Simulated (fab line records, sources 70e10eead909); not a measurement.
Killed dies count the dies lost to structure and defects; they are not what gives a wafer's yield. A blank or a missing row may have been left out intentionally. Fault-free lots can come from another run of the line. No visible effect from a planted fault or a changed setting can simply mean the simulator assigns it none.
Chamber matching | flow nand-harc | rie-diel-04 running NHARC_P_M2_STRIP_18: 4 sister chambers
The step strips in N2/H2. 8 wafers are shown with their chamber, then 12 later ones without.

WAFERS PAIRED WITH THEIR CHAMBERS
wafer  | chamber | drypump-motor-current-A (A) | oes-product-au (a.u.)
L085.6 | 0       | 6.3                         | 1.003
L087.2 | 2       | 5.5                         | 0.991
L087.6 | 0       | 6.3                         | 1.002
L089.1 | 2       | 5.5                         | 0.987
L089.4 | 1       | 5.6                         | 0.992
L090.1 | 1       | 5.6                         | 0.988
L090.2 | 3       | 5.9                         | 1.004
L090.5 | 3       | 6.0                         | 1.016

WAFERS MISSING THEIR CHAMBER
wafer  | drypump-motor-current-A (A) | oes-product-au (a.u.)
L093.3 | 6.0                         | 1.019
L093.5 | 6.0                         | 1.012
L093.6 | 5.5                         | 0.988
L094.2 | 5.6                         | 0.983
L094.3 | 5.5                         | 0.989
L094.4 | 6.0                         | 0.998
L095.3 | 5.6                         | 1.003
L095.4 | 6.3                         | 1.003
L095.6 | 6.3                         | 1.003
L096.3 | 6.3                         | 1.002
L096.4 | 5.6                         | 0.988
L096.5 | 5.5                         | 0.982

EACH ONE'S CHAMBER
wafer  | from the rows above     | in truth
L093.3 | 3                       | 3
L093.5 | 3                       | 3
L093.6 | 2                       | 2
L094.2 | can't be placed: 1 or 2 | 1
L094.3 | 2                       | 2
L094.4 | 3                       | 3
L095.3 | can't be placed: 1 or 2 | 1
L095.4 | 0                       | 0
L095.6 | 0                       | 0
L096.3 | 0                       | 0
L096.4 | 1                       | 1
L096.5 | can't be placed: 2 or 1 | 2
9 of 12 placed correctly. Cannot be placed on the basis of these rows: 3; the candidates contain the true chamber in 3. Placed wrongly: 0.
How it was worked out, from the rows above alone: a wafer's distance from a chamber is the root of the sum, over the readings, of the square of ((its reading less the chamber's mean) divided by the reading's scatter). The wafer belongs to the nearest chamber; if the next one is less than 2 further off, it can't be placed. Each chamber's mean is taken over the wafers shown for it. The scatter: the root of (the sum of the squares of (reading less its chamber's mean) over the shown wafers, divided by (wafers less chambers)).
